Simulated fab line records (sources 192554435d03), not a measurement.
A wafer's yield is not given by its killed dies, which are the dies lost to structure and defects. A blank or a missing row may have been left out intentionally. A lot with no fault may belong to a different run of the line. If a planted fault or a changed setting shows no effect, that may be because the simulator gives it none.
fab line records || flow n5Finfet
record: {"lots": 5, "wafers": 13, "lastDay": 14}
route steps=1938 shown BEOL_M1@780 BEOL_M4@1111 PASSIVATION@1936
lots with no fault: from the same line, run without faults
startH: hours from the record's opening day to when the first of the lot's shown wafers began || waitH: how many hours have passed since the lot's step before this one || " identical to the entry in the row above || L1.1+2: a single row standing in for several wafers || - no value, or no start was given || * or withheld: withheld || < > ~ a bound
route shown NAME@n: NAME is a module with steps in the file, n the number in the route of the first one || usual: mean/standard deviation taken from wafers without a fault || same: alike in all rows || chamber/n: place in a boat || sites: per-site readings || _std_site: standard deviation across them || _edge_site: mean of outer sites minus mean of inner sites || radiusMm: how far each site lies from the wafer's centre || mask NAME#n: copy n || behind: the last tool/chamber to shape the wafer || hold: reason for holding the lot/hours on hold/outcome of the hold || device: the n, p or np transistor that did not switch || end of line: the tests these same wafers got at the end of their route || step lacking rows: just its recipe || killed: dies that structure and defects cost at the first sort, which is not the same as the wafer's yield || map: the dies of a wafer, with x for killed, . for not killed, _ for no die there
set.NAME: the setting the step ran with; set.NAME@STEP: the setting that earlier step ran with || model.NAME: the simulator's own value behind a step, which no gauge read
lots at some steps of the route; a table a step, a row a wafer
services: a tool's chamber out of use, with start hour (startH, from the record's first day; less than 0 if before it), hours out, and reason
== steps ==
step: N5_BEOL_M1_COAT_22
recipe: {"resist": "CAR-EUV", "spinRpm": 1500, "resistThkNm": 30}
step: N5_BEOL_M1_EBR_24
recipe: {"solvent": "PGMEA", "ebrWidthMm": 1.5}
step: N5_BEOL_M1_SOFTBAKE_23
recipe: {"tempC": 110, "timeS": 60, "resist": "CAR-EUV"}
step: N5_BEOL_M1_EXPOSE_25
recipe: {"maskId": "V0", "na": 0.33, "sourceShape": "quasar", "sigmaInner": 0.2, "sigmaOuter": 0.8, "polarization": "unpolarized", "defocusNm": 5, "targetCdNm": 24, "doseMj": 63}
step: N5_BEOL_M1_PEB_26
recipe: {"pebTempC": 100, "pebTimeS": 60, "resist": "CAR-EUV"}
step: N5_BEOL_M1_DEVELOP_27
recipe: {"developTimeS": 30, "developer": "TMAH", "resist": "CAR-EUV", "rinseLiquid": "surfactantRinse", "dry": "airSpin", "devTempC": 23}
step: N5_BEOL_M1_DESCUM_33
recipe: {"chemistry": "O2", "timeS": 7, "sourcePowerW": 50, "biasPowerW": 20, "pressureMtorr": 20, "rfFrequencyHz": 2.712e+07, "tempC": 40, "resist": "CAR-EUV", "o2FlowSccm": 225}
step: N5_BEOL_M1_ETCH_77
recipe: {"chemistry": "N2/H2", "target": "underlayer", "targetDepthA": 65, "maskMaterial": "CAR-EUV", "timeS": 5.2, "ionEnergyEv": 200, "pressureMtorr": 30, "sourceW": 840, "biasW": 150, "n2FlowSccm": 200, "h2FlowSccm": 200, "ends": "cleared"}
step: N5_BEOL_M1_ETCH_69
recipe: {"chemistry": "CF4", "target": "SiARC", "targetDepthA": 156, "maskMaterial": "CAR-EUV", "timeS": 26, "ionEnergyEv": 80, "pressureMtorr": 40, "sourceW": 545, "biasW": 36, "Ar_flow_sccm": 100, "cf4FlowSccm": 100, "ends": "cleared"}
step: N5_BEOL_M1_ALD_98
recipe: {"material": "SiO2", "targetThkA": 25, "tempC": 100, "aldPrecursorFamily": "BDEAS", "aldCoReactant": "O2-plasma", "pulseTimeS": 1, "coReactantPulseTimeS": 1, "purgeTimeS": 2, "coReactantPurgeTimeS": 2, "aldCycles": 17, "pressureTorr": 2}
usual: {"aldCycles": "17/0", "heaterPowerW": "78/4.8", "precursorPulseHeightRel": "1.002/0.018"}
same: {"coReactantPurgeTimeS": 2, "pulseTimeS": 1, "purgeTimeS": 2}
{"lot.wafer": "L307.1", "tool": "aldSin-03", "chamber": 3, "startH": 148.68, "waitH": 0.1, "aldCycles": 17, "heaterPowerW": 77, "precursorPulseHeightRel": 1.008, "model.SiO2_of_BEOL_M1_ALD_98.thkNm": 2.4}
{"lot.wafer": "L307.3", "tool": "aldSin-03", "chamber": 0, "startH": 148.68, "waitH": 0.1, "aldCycles": 17, "heaterPowerW": 77, "precursorPulseHeightRel": 0.988, "model.SiO2_of_BEOL_M1_ALD_98.thkNm": 2.4}
{"lot.wafer": "L307.4", "tool": "aldSin-03", "chamber": 2, "startH": 148.68, "waitH": 0.1, "aldCycles": 17, "heaterPowerW": 75, "precursorPulseHeightRel": 0.995, "model.SiO2_of_BEOL_M1_ALD_98.thkNm": 2.4}
{"lot.wafer": "L311.1", "tool": "aldSin-03", "chamber": 2, "startH": 172.70, "waitH": 0.1, "aldCycles": 12, "heaterPowerW": 75, "precursorPulseHeightRel": 1.007, "model.SiO2_of_BEOL_M1_ALD_98.thkNm": 1.8}
{"lot.wafer": "L311.5", "tool": "aldSin-03", "chamber": 1, "startH": 172.70, "waitH": 0.1, "aldCycles": 17, "heaterPowerW": 87, "precursorPulseHeightRel": 1.017, "model.SiO2_of_BEOL_M1_ALD_98.thkNm": 2.4}
{"lot.wafer": "L313.3", "tool": "aldSin-03", "chamber": 1, "startH": 183.33, "waitH": 0.2, "aldCycles": 12, "heaterPowerW": 88, "precursorPulseHeightRel": 1.010, "model.SiO2_of_BEOL_M1_ALD_98.thkNm": 1.8}
{"lot.wafer": "L313.4", "tool": "aldSin-03", "chamber": 3, "startH": 183.33, "waitH": 0.2, "aldCycles": 17, "heaterPowerW": 80, "precursorPulseHeightRel": 0.994, "model.SiO2_of_BEOL_M1_ALD_98.thkNm": 2.4}
{"lot.wafer": "L314.1", "tool": "aldSin-03", "chamber": 2, "startH": 192.82, "waitH": 0.1, "aldCycles": 12, "heaterPowerW": 75, "precursorPulseHeightRel": 0.978, "model.SiO2_of_BEOL_M1_ALD_98.thkNm": 1.8}
{"lot.wafer": "L314.5", "tool": "aldSin-03", "chamber": 3, "startH": 192.82, "waitH": 0.1, "aldCycles": 17, "heaterPowerW": 79, "precursorPulseHeightRel": 1.037, "model.SiO2_of_BEOL_M1_ALD_98.thkNm": 2.6}
{"lot.wafer": "L314.6", "tool": "aldSin-03", "chamber": 0, "startH": 192.82, "waitH": 0.1, "aldCycles": 17, "heaterPowerW": 78, "precursorPulseHeightRel": 0.987, "model.SiO2_of_BEOL_M1_ALD_98.thkNm": 2.4}
{"lot.wafer": "L315.1", "tool": "aldSin-01", "chamber": 3, "startH": 200.25, "waitH": 0.1, "aldCycles": 17, "heaterPowerW": 76, "precursorPulseHeightRel": 0.994, "model.SiO2_of_BEOL_M1_ALD_98.thkNm": 2.6}
{"lot.wafer": "L315.4", "tool": "aldSin-01", "chamber": 2, "startH": 200.25, "waitH": 0.1, "aldCycles": 17, "heaterPowerW": 78, "precursorPulseHeightRel": 1.016, "model.SiO2_of_BEOL_M1_ALD_98.thkNm": 2.4}
{"lot.wafer": "L315.5", "tool": "aldSin-01", "chamber": 0, "startH": 200.25, "waitH": 0.1, "aldCycles": 17, "heaterPowerW": 81, "precursorPulseHeightRel": 1.001, "model.SiO2_of_BEOL_M1_ALD_98.thkNm": 2.6}
step: N5_BEOL_M1_ETCHBACK_99
recipe: {"chemistry": "CHF3", "target": "SiO2", "targetDepthA": 50, "timeS": 10.4, "sourceW": 215, "biasW": 47, "Ar_flow_sccm": 200, "CHF3_flow_sccm": 12, "ionEnergyEv": 100, "pressureMtorr": 30}
step: N5_BEOL_M1_ETCH_70
recipe: {"chemistry": "N2/H2", "target": "SOC", "targetDepthA": 800, "overetchA": 160, "maskMaterial": "SiARC", "tempC": 40, "timeS": 120, "ionEnergyEv": 200, "pressureMtorr": 30, "sourceW": 840, "biasW": 150, "n2FlowSccm": 200, "h2FlowSccm": 200}
step: N5_BEOL_M1_STRIP_71
recipe: {"chemistry": "N2/H2", "tempC": 40, "n2FlowSccm": 200, "h2FlowSccm": 200, "rfFrequencyHz": 6e+07}
step: N5_BEOL_M1_STRIP_78
recipe: {"chemistry": "N2/H2", "tempC": 40, "n2FlowSccm": 200, "h2FlowSccm": 200, "rfFrequencyHz": 6e+07}
step: N5_BEOL_M1_VIA_ETCH_34
recipe: {"chemistry": "C4F6/O2", "targetDepthA": 678, "maskMaterial": "SOC", "pressureMtorr": 15, "ionEnergyEv": 250, "taperDeg": 4, "timeS": 64.4, "sourceW": 350, "biasW": 170, "Ar_flow_sccm": 300, "C4F6_flow_sccm": 10, "O2_flow_sccm": 10}
usual: {"drypumpMotorCurrentA": "5.6/0.31", "oes_ar_750_au": "0.77/0.049", "oesProductAu": "0.76/0.053", "rfVppV": "662/8", "showerheadPlenumPTorr": "2.75/0.11", "throttleValvePct": "30.62/0.25"}
{"lot.wafer": "L307.1", "tool": "rieDiel-01", "chamber": 3, "startH": 149.50, "waitH": 0.0, "drypumpMotorCurrentA": 5.5, "oes_ar_750_au": 0.76, "oesProductAu": 0.77, "rfHoursCounterH": 134, "rfVppV": 660, "showerheadPlenumPTorr": 2.64, "throttleValvePct": 30.89, "model.BEOL_M1.cdNm": 17.8}
{"lot.wafer": "L307.3", "tool": "rieDiel-01", "chamber": 1, "startH": 149.50, "waitH": 0.0, "drypumpMotorCurrentA": 6.0, "oes_ar_750_au": 0.73, "oesProductAu": 0.73, "rfHoursCounterH": 164, "rfVppV": 671, "showerheadPlenumPTorr": 2.95, "throttleValvePct": 30.48, "model.BEOL_M1.cdNm": 17.8}
{"lot.wafer": "L307.4", "tool": "rieDiel-01", "chamber": 0, "startH": 149.50, "waitH": 0.0, "drypumpMotorCurrentA": 5.7, "oes_ar_750_au": 0.83, "oesProductAu": 0.82, "rfHoursCounterH": 75, "rfVppV": 658, "showerheadPlenumPTorr": 2.88, "throttleValvePct": 30.40, "model.BEOL_M1.cdNm": 18.2}
{"lot.wafer": "L311.1", "tool": "rieDiel-03", "chamber": 3, "startH": 174.93, "waitH": 0.0, "drypumpMotorCurrentA": 5.3, "oes_ar_750_au": 0.72, "oesProductAu": 0.71, "rfHoursCounterH": 200, "rfVppV": 656, "showerheadPlenumPTorr": 2.71, "throttleValvePct": 30.74, "model.BEOL_M1.cdNm": 19.6}
{"lot.wafer": "L311.5", "tool": "rieDiel-03", "chamber": 0, "startH": 174.93, "waitH": 0.0, "drypumpMotorCurrentA": 5.5, "oes_ar_750_au": 0.77, "oesProductAu": 0.77, "rfHoursCounterH": "-", "rfVppV": 664, "showerheadPlenumPTorr": 2.63, "throttleValvePct": 30.84, "model.BEOL_M1.cdNm": 18}
{"lot.wafer": "L313.3", "tool": "rieDiel-01", "chamber": 1, "startH": 186.50, "waitH": 0.0, "drypumpMotorCurrentA": 6.0, "oes_ar_750_au": 0.73, "oesProductAu": 0.73, "rfHoursCounterH": 177, "rfVppV": 671, "showerheadPlenumPTorr": 2.95, "throttleValvePct": 30.48, "model.BEOL_M1.cdNm": 19.2}
{"lot.wafer": "L313.4", "tool": "rieDiel-01", "chamber": 2, "startH": 186.50, "waitH": 0.0, "drypumpMotorCurrentA": 5.8, "oes_ar_750_au": 0.79, "oesProductAu": 0.79, "rfHoursCounterH": 121, "rfVppV": 668, "showerheadPlenumPTorr": 2.85, "throttleValvePct": 30.14, "model.BEOL_M1.cdNm": 18.2}
{"lot.wafer": "L314.1", "tool": "rieDiel-04", "chamber": 0, "startH": 193.71, "waitH": 0.0, "drypumpMotorCurrentA": 5.2, "oes_ar_750_au": 0.71, "oesProductAu": 0.68, "rfHoursCounterH": 237, "rfVppV": 656, "showerheadPlenumPTorr": 2.79, "throttleValvePct": 30.56, "model.BEOL_M1.cdNm": 19.4}
{"lot.wafer": "L314.5", "tool": "rieDiel-04", "chamber": 3, "startH": 193.71, "waitH": 0.0, "drypumpMotorCurrentA": 6.0, "oes_ar_750_au": 0.77, "oesProductAu": 0.77, "rfHoursCounterH": "-", "rfVppV": 677, "showerheadPlenumPTorr": 2.74, "throttleValvePct": 30.44, "model.BEOL_M1.cdNm": 18}
{"lot.wafer": "L314.6", "tool": "rieDiel-04", "chamber": 0, "startH": 193.71, "waitH": 0.0, "drypumpMotorCurrentA": 5.2, "oes_ar_750_au": 0.70, "oesProductAu": 0.68, "rfHoursCounterH": "-", "rfVppV": 656, "showerheadPlenumPTorr": 2.79, "throttleValvePct": 30.56, "model.BEOL_M1.cdNm": 18.2}
{"lot.wafer": "L315.1", "tool": "rieDiel-03", "chamber": 1, "startH": 201.25, "waitH": 0.0, "drypumpMotorCurrentA": 6.1, "oes_ar_750_au": 0.87, "oesProductAu": 0.87, "rfHoursCounterH": 49, "rfVppV": 649, "showerheadPlenumPTorr": 2.76, "throttleValvePct": 30.51, "model.BEOL_M1.cdNm": 18.2}
{"lot.wafer": "L315.4", "tool": "rieDiel-03", "chamber": 3, "startH": 201.25, "waitH": 0.0, "drypumpMotorCurrentA": 5.3, "oes_ar_750_au": 0.72, "oesProductAu": 0.71, "rfHoursCounterH": 210, "rfVppV": 657, "showerheadPlenumPTorr": 2.70, "throttleValvePct": 30.74, "model.BEOL_M1.cdNm": 18}
{"lot.wafer": "L315.5", "tool": "rieDiel-03", "chamber": 0, "startH": 201.25, "waitH": 0.0, "drypumpMotorCurrentA": 5.5, "oes_ar_750_au": 0.75, "oesProductAu": 0.76, "rfHoursCounterH": "-", "rfVppV": 665, "showerheadPlenumPTorr": 2.63, "throttleValvePct": 30.84, "model.BEOL_M1.cdNm": 18}
step: N5_BEOL_M1_STRIP_83
recipe: {"chemistry": "C4F6/O2", "resist": "SiARC", "rfFrequencyHz": 6e+07}
step: N5_BEOL_M1_STRIP_36
recipe: {"chemistry": "N2/H2", "powerW": 450, "tempC": 40, "pressureMtorr": 20, "rfFrequencyHz": 6e+07, "overashFraction": 0.3, "biasPowerW": 7, "h2Frac": 0.5, "n2FlowSccm": 200, "h2FlowSccm": 200}
step: N5_BEOL_M1_TRENCH_ETCH_37
recipe: {"chemistry": "C4F6/O2", "targetDepthA": 552.07, "target": "SiOC", "timeS": 29, "ionEnergyEv": 250, "pressureMtorr": 30, "sourceW": 355, "biasW": 185, "Ar_flow_sccm": 300, "C4F6_flow_sccm": 10, "O2_flow_sccm": 10}
step: N5_BEOL_M1_ETCH_41
recipe: {"chemistry": "CH3F/O2", "target": "SiCN", "targetDepthA": 319, "taperDeg": 2, "timeS": 57.8, "ionEnergyEv": 120, "maskMaterial": "TiN", "pressureMtorr": 30, "sourceW": 395, "biasW": 75, "Ar_flow_sccm": 150, "CH3F_flow_sccm": 30, "O2_flow_sccm": 20}
step: N5_BEOL_M1_STRIP_97
recipe: {"chemistry": "N2/H2", "timeS": 10, "powerW": 450, "tempC": 40, "pressureMtorr": 20, "rfFrequencyHz": 6e+07, "biasPowerW": 7, "n2FlowSccm": 200, "h2FlowSccm": 200}
step: N5_BEOL_M1_HM_STRIP_39
recipe: {"chemistry": "peroxideTinStrip", "material": "TiN", "targetDepthA": 250, "tempC": 50, "timeS": 158}
step: N5_BEOL_M1_SRD_40
recipe: {"timeS": 30, "tempC": 23, "rinseLiquid": "diw", "dry": "ipaMarangoni"}
step: N5_BEOL_M1_PRECLEAN_42
recipe: {"chemistry": "residueRemover", "timeS": 60, "tempC": 40}
step: N5_BEOL_M1_SRD_43
recipe: {"timeS": 30, "tempC": 23, "rinseLiquid": "diw", "dry": "ipaMarangoni"}
step: N5_BEOL_M1_DEGAS_44
recipe: {"ambient": "vacuum", "tempC": 250, "timeS": 60}
step: N5_BEOL_M1_PRE_CLEAN_45
recipe: {"gas": "H2/He", "timeS": 30, "tempC": 250}
step: N5_BEOL_M1_ALD_84
recipe: {"material": "TaN", "targetThkA": "*", "tempC": 275, "aldPrecursorFamily": "PDMAT", "aldCoReactant": "NH3", "pressureTorr": 3, "carrierFlowSccm": 1500, "pulseTimeS": 2, "purgeTimeS": 3, "coReactantPurgeTimeS": 2, "coReactantPulseTimeS": 3, "aldCycles": 30, "precursorVesselTempC": 75, "precursorVesselPressureTorr": 26.25, "precursorVesselCarrierSccm": 1000}
step: N5_BEOL_M1_SURFACE_TREAT_85
recipe: {"gas": "Ar", "timeS": "*", "ionEnergyEv": "*", "ionCurrentMaCm2": 0.5, "pressureMtorr": "*", "arFlowSccm": 30}
step: N5_BEOL_M1_CVD_47
recipe: {"material": "Co", "targetThkA": 30, "tempC": "withheld", "precursor": "CCTBA/H2", "pressureTorr": 30, "timeS": 223.8}
step: N5_BEOL_M1_SPUTTER_48
recipe: {"material": "Cu", "targetThkA": 45, "tempC": -20, "chamberPressurePa": 0.07, "powerW": "withheld", "timeS": 8.29}
step: N5_BEOL_M1_ANNEAL_49
recipe: {"tempC": 400, "timeS": 240, "ambient": "vacuum"}
step: N5_BEOL_M1_SPUTTER_79
recipe: {"material": "Cu", "targetThkA": 45, "tempC": -20, "chamberPressurePa": 0.07, "powerW": "withheld", "timeS": 8.29}
step: N5_BEOL_M1_ANNEAL_80
recipe: {"tempC": 400, "timeS": 240, "ambient": "vacuum"}
step: N5_BEOL_M1_SPUTTER_81
recipe: {"material": "Cu", "targetThkA": 45, "tempC": -20, "chamberPressurePa": 0.07, "powerW": "withheld", "timeS": 8.29}
step: N5_BEOL_M1_ANNEAL_82
recipe: {"tempC": 400, "timeS": 240, "ambient": "vacuum"}
step: N5_BEOL_M1_SPUTTER_86
recipe: {"material": "Cu", "targetThkA": 45, "tempC": -20, "chamberPressurePa": 0.07, "powerW": "withheld", "timeS": 8.29}
step: N5_BEOL_M1_ANNEAL_87
recipe: {"tempC": 400, "timeS": 240, "ambient": "vacuum"}
step: N5_BEOL_M4_RC_MEAS_101
usual: {"CHAIN_V0": "236/7.2", "DIBL_N": "36.1/1.3", "DIBL_P": "36.3/1.4", "IOFF_N": "0.162/0.024", "IOFF_P": "0.22/0.033", "ION_N": "674/9.9", "ION_P": "464/7.6", "SS_N": "71.6/0.53", "SS_P": "73.4/0.55", "VT_N": "249.4/2.9", "VT_P": "-249/3.3"}
{"lot.wafer": "L307.1", "tool": "prober-01", "chamber": 0, "startH": 186.88, "waitH": 0.0, "CHAIN_V0[ohm/link]": 236, "DIBL_N[mV/V]": 36.8, "DIBL_P[mV/V]": 37.1, "IOFF_N[nA/um]": 0.203, "IOFF_P[nA/um]": 0.28, "ION_N[uA/um]": 701, "ION_P[uA/um]": 483, "SS_N[mV/dec]": 71.8, "SS_P[mV/dec]": 74.1, "VT_N[mV]": 243.3, "VT_P[mV]": -244}
{"lot.wafer": "L307.3", "tool": "prober-01", "chamber": 0, "startH": 186.88, "waitH": 0.0, "CHAIN_V0[ohm/link]": 242, "DIBL_N[mV/V]": 36.5, "DIBL_P[mV/V]": 36.3, "IOFF_N[nA/um]": 0.188, "IOFF_P[nA/um]": 0.26, "ION_N[uA/um]": 679, "ION_P[uA/um]": 471, "SS_N[mV/dec]": 72.1, "SS_P[mV/dec]": 74.2, "VT_N[mV]": 246.4, "VT_P[mV]": -243}
{"lot.wafer": "L307.4", "tool": "prober-01", "chamber": 0, "startH": 186.88, "waitH": 0.0, "CHAIN_V0[ohm/link]": 236, "DIBL_N[mV/V]": 35.4, "DIBL_P[mV/V]": 35.4, "IOFF_N[nA/um]": 0.171, "IOFF_P[nA/um]": 0.24, "ION_N[uA/um]": 683, "ION_P[uA/um]": 473, "SS_N[mV/dec]": 71.4, "SS_P[mV/dec]": 73.4, "VT_N[mV]": 246.6, "VT_P[mV]": -248}
{"lot.wafer": "L311.1", "tool": "prober-01", "chamber": 0, "startH": 217.99, "waitH": 1.0, "CHAIN_V0[ohm/link]": 209, "DIBL_N[mV/V]": 36.2, "DIBL_P[mV/V]": 35.5, "IOFF_N[nA/um]": 0.165, "IOFF_P[nA/um]": 0.22, "ION_N[uA/um]": 682, "ION_P[uA/um]": 469, "SS_N[mV/dec]": 71.8, "SS_P[mV/dec]": 73.3, "VT_N[mV]": 248.7, "VT_P[mV]": -251}
{"lot.wafer": "L311.5", "tool": "prober-01", "chamber": 0, "startH": 217.99, "waitH": 1.0, "CHAIN_V0[ohm/link]": 236, "DIBL_N[mV/V]": 35.1, "DIBL_P[mV/V]": 34.5, "IOFF_N[nA/um]": 0.146, "IOFF_P[nA/um]": 0.22, "ION_N[uA/um]": 672, "ION_P[uA/um]": 464, "SS_N[mV/dec]": 70.5, "SS_P[mV/dec]": 73.6, "VT_N[mV]": 247.9, "VT_P[mV]": -251}
{"lot.wafer": "L313.3", "tool": "prober-02", "chamber": 0, "startH": 220.30, "waitH": 0.3, "CHAIN_V0[ohm/link]": 214, "DIBL_N[mV/V]": 34.1, "DIBL_P[mV/V]": 35.2, "IOFF_N[nA/um]": 0.156, "IOFF_P[nA/um]": 0.19, "ION_N[uA/um]": 675, "ION_P[uA/um]": 458, "SS_N[mV/dec]": 71.0, "SS_P[mV/dec]": 72.9, "VT_N[mV]": 247.8, "VT_P[mV]": -252}
{"lot.wafer": "L313.4", "tool": "prober-02", "chamber": 0, "startH": 220.30, "waitH": 0.3, "CHAIN_V0[ohm/link]": 235, "DIBL_N[mV/V]": 34.4, "DIBL_P[mV/V]": 35.0, "IOFF_N[nA/um]": 0.154, "IOFF_P[nA/um]": 0.18, "ION_N[uA/um]": 673, "ION_P[uA/um]": 457, "SS_N[mV/dec]": 71.1, "SS_P[mV/dec]": 73.1, "VT_N[mV]": 248.1, "VT_P[mV]": -252}
{"lot.wafer": "L314.1", "tool": "prober-02", "chamber": 0, "startH": 225.16, "waitH": 0.0, "CHAIN_V0[ohm/link]": 218, "DIBL_N[mV/V]": 38.0, "DIBL_P[mV/V]": 38.8, "IOFF_N[nA/um]": 0.212, "IOFF_P[nA/um]": 0.28, "ION_N[uA/um]": 686, "ION_P[uA/um]": 470, "SS_N[mV/dec]": 72.5, "SS_P[mV/dec]": 73.8, "VT_N[mV]": 246.4, "VT_P[mV]": -245}
{"lot.wafer": "L314.5", "tool": "prober-02", "chamber": 0, "startH": 225.16, "waitH": 0.0, "CHAIN_V0[ohm/link]": 228, "DIBL_N[mV/V]": 37.4, "DIBL_P[mV/V]": 37.9, "IOFF_N[nA/um]": 0.196, "IOFF_P[nA/um]": 0.27, "ION_N[uA/um]": 687, "ION_P[uA/um]": 466, "SS_N[mV/dec]": 72.3, "SS_P[mV/dec]": 74.5, "VT_N[mV]": 248.2, "VT_P[mV]": -245}
{"lot.wafer": "L314.6", "tool": "prober-02", "chamber": 0, "startH": 225.16, "waitH": 0.0, "CHAIN_V0[ohm/link]": 249, "DIBL_N[mV/V]": 37.0, "DIBL_P[mV/V]": 37.2, "IOFF_N[nA/um]": 0.188, "IOFF_P[nA/um]": 0.24, "ION_N[uA/um]": 684, "ION_P[uA/um]": 471, "SS_N[mV/dec]": 71.9, "SS_P[mV/dec]": 73.6, "VT_N[mV]": 248.3, "VT_P[mV]": -248}
{"lot.wafer": "L315.1", "tool": "prober-02", "chamber": 0, "startH": 240.54, "waitH": 0.0, "CHAIN_V0[ohm/link]": 230, "DIBL_N[mV/V]": 35.2, "DIBL_P[mV/V]": 35.4, "IOFF_N[nA/um]": 0.142, "IOFF_P[nA/um]": 0.21, "ION_N[uA/um]": 667, "ION_P[uA/um]": 461, "SS_N[mV/dec]": 71.7, "SS_P[mV/dec]": 73.3, "VT_N[mV]": 252.1, "VT_P[mV]": -248}
{"lot.wafer": "L315.4", "tool": "prober-02", "chamber": 0, "startH": 240.54, "waitH": 0.0, "CHAIN_V0[ohm/link]": 235, "DIBL_N[mV/V]": 35.6, "DIBL_P[mV/V]": 36.2, "IOFF_N[nA/um]": 0.148, "IOFF_P[nA/um]": 0.21, "ION_N[uA/um]": 680, "ION_P[uA/um]": 467, "SS_N[mV/dec]": 71.3, "SS_P[mV/dec]": 72.7, "VT_N[mV]": 250.2, "VT_P[mV]": -250}
{"lot.wafer": "L315.5", "tool": "prober-02", "chamber": 0, "startH": 240.54, "waitH": 0.0, "CHAIN_V0[ohm/link]": 243, "DIBL_N[mV/V]": 35.8, "DIBL_P[mV/V]": 36.0, "IOFF_N[nA/um]": 0.148, "IOFF_P[nA/um]": 0.22, "ION_N[uA/um]": 670, "ION_P[uA/um]": 458, "SS_N[mV/dec]": 71.4, "SS_P[mV/dec]": 73.0, "VT_N[mV]": 250.9, "VT_P[mV]": -251}
sites CHAIN_V0 radiusMm=0,75,75,75,75,140,140,140,140
L307.1 239 239 236 241 232 234 235 239 229
L311.1 208 210 216 212 209 207 207 214 206
L313.3 225 214 214 215 220 200 200 197 199
L314.1 219 224 228 227 218 205 200 202 202
L315.1 233 231 235 230 236 228 221 223 226
step: N5_PASSIVATION_PROBE_49
usual: {"defectLimitedYield": "91.1/1.5", "killed_at_M0_to_M3": "36/11", "killed_at_M4_up": "13/5", "killedAtContacts": "13/5", "killedAtFrontEnd": "40/12", "killedAtOther": "3.3/2.3", "killedDies": "106/17", "killedOpen": "70/13", "killedShort": "34/7.6", "sort_bin_5_function": "5.3/0.96", "sort_bin_6_memory": "3.3/0.66", "sortNPass": "1074/17", "sortYieldPct": "91.1/1.5"}
same: {"grossDies": 1180, "killedAtBackSide": 0, "sort_bin_4_leakage[%]": 0, "sort_bin_8_speed[%]": 0}
{"lot.wafer": "L314.1", "tool": "prober-01", "chamber": "-", "startH": 320.57, "waitH": 0.0, "defectLimitedYield[%]": 90.2, "killed_at_M0_to_M3": 50, "killed_at_M4_up": 15, "killedAtContacts": 10, "killedAtFrontEnd": 39, "killedAtOther": 2, "killedDies": 116, "killedOpen": 78, "killedShort": 34, "sort_bin_5_function[%]": 5.9, "sort_bin_6_memory[%]": 3.4, "sortNPass": 1064, "sortYieldPct[%]": 90.2}
{"lot.wafer": "L311.1", "tool": "prober-02", "chamber": "-", "startH": 321.50, "waitH": 0.0, "defectLimitedYield[%]": 91.4, "killed_at_M0_to_M3": 35, "killed_at_M4_up": 20, "killedAtContacts": 20, "killedAtFrontEnd": 26, "killedAtOther": 0, "killedDies": 101, "killedOpen": 75, "killedShort": 25, "sort_bin_5_function[%]": 4.4, "sort_bin_6_memory[%]": 4.0, "sortNPass": 1079, "sortYieldPct[%]": 91.4}
{"lot.wafer": "L315.1", "tool": "prober-01", "chamber": "-", "startH": 346.38, "waitH": 0.0, "defectLimitedYield[%]": 92.6, "killed_at_M0_to_M3": 37, "killed_at_M4_up": 19, "killedAtContacts": 10, "killedAtFrontEnd": 19, "killedAtOther": 2, "killedDies": 87, "killedOpen": 50, "killedShort": 35, "sort_bin_5_function[%]": 4.5, "sort_bin_6_memory[%]": 2.8, "sortNPass": 1093, "sortYieldPct[%]": 92.6}
killed by level:class
L314.1 BEOL_M2:geometricParticle:open=19 BEOL_M0_SAQP:geometricParticle:open=12 STI_FIN_REVEAL:geometricParticle:open=10 BEOL_M0_SAQP:geometricParticle:short=9 MOL_CONTACT_COAG:geometricParticle:open=7 FIN_SAQP:geometricParticle:open=6 BEOL_M4:geometricParticle:open=6 FIN_SAQP:geometricParticle:short=5
L311.1 MOL_CONTACT_COAG:geometricParticle:open=18 BEOL_M4:geometricParticle:open=15 BEOL_M1:geometricParticle:open=12 STI_FIN_REVEAL:geometricParticle:open=8 BEOL_M3:geometricParticle:open=6 BEOL_M0_SAQP:geometricParticle:open=4 BEOL_M0:geometricParticle:open=4 FIN_SAQP:geometricParticle:short=3
L315.1 BEOL_M0_SAQP:geometricParticle:open=15 BEOL_M0_SAQP:geometricParticle:short=13 BEOL_M4:geometricParticle:short=7 BEOL_M2:geometricParticle:open=6 DUMMY_GATE:geometricParticle:open=5 BEOL_M4:geometricParticle:open=5 MOL_CONTACT_COAG:geometricParticle:open=5 MOL_CONTACT_COAG:geometricParticle:short=5
== services ==
{"tool": "aldSin-03", "chamber": "-", "startH": 131.06, "hours": 1.0, "kind": "repair"}
{"tool": "rieDiel-01", "chamber": 3, "startH": 135.21, "hours": 3.0, "kind": "repair"}
{"tool": "rieDiel-04", "chamber": 0, "startH": 154.84, "hours": 11.5, "kind": "repair"}
{"tool": "rieDiel-01", "chamber": 0, "startH": 159.53, "hours": 26.5, "kind": "repair"}
{"tool": "rieDiel-01", "chamber": "-", "startH": 181.01, "hours": 0.5, "kind": "repair"}
{"tool": "aldSin-03", "chamber": 2, "startH": 182.01, "hours": 9.5, "kind": "repair"}
== key ==
firstSign: {"step": "N5_BEOL_M1_ALD_98", "reading": "aldCycles", "direction": "down", "sigmas": "99+", "usual": "*", "struck": "*"}
effect: {"step": "N5_BEOL_M4_RC_MEAS_101", "reading": "CHAIN_V0", "direction": "down", "sigmas": 3.2, "usual": 236, "struck": 214}
modelEffect: {"step": "N5_BEOL_M1_ALD_98", "value": "SiO2_of_BEOL_M1_ALD_98.thkNm", "without": 2.4, "struck": 1.8}
modelEffect: {"step": "N5_BEOL_M1_VIA_ETCH_34", "value": "BEOL_M1.cdNm", "without": 18, "struck": 19.4}
metAt N5_BEOL_M1_ALD_98
struckWafers L311.1,L313.3,L314.1
onsetBetween 148.68 172.70
fault: {"kind": "processParameterDrift", "tool": "aldSin-03", "chamber": "-", "onsetH": 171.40, "steps": "N5_BEOL_M1_ALD_98", "channel": "aldCycles", "offset": "*", "shape": "step", "endH": 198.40, "scope": "struckWafersOnly", "actsIn": "*", "stated": "*"}
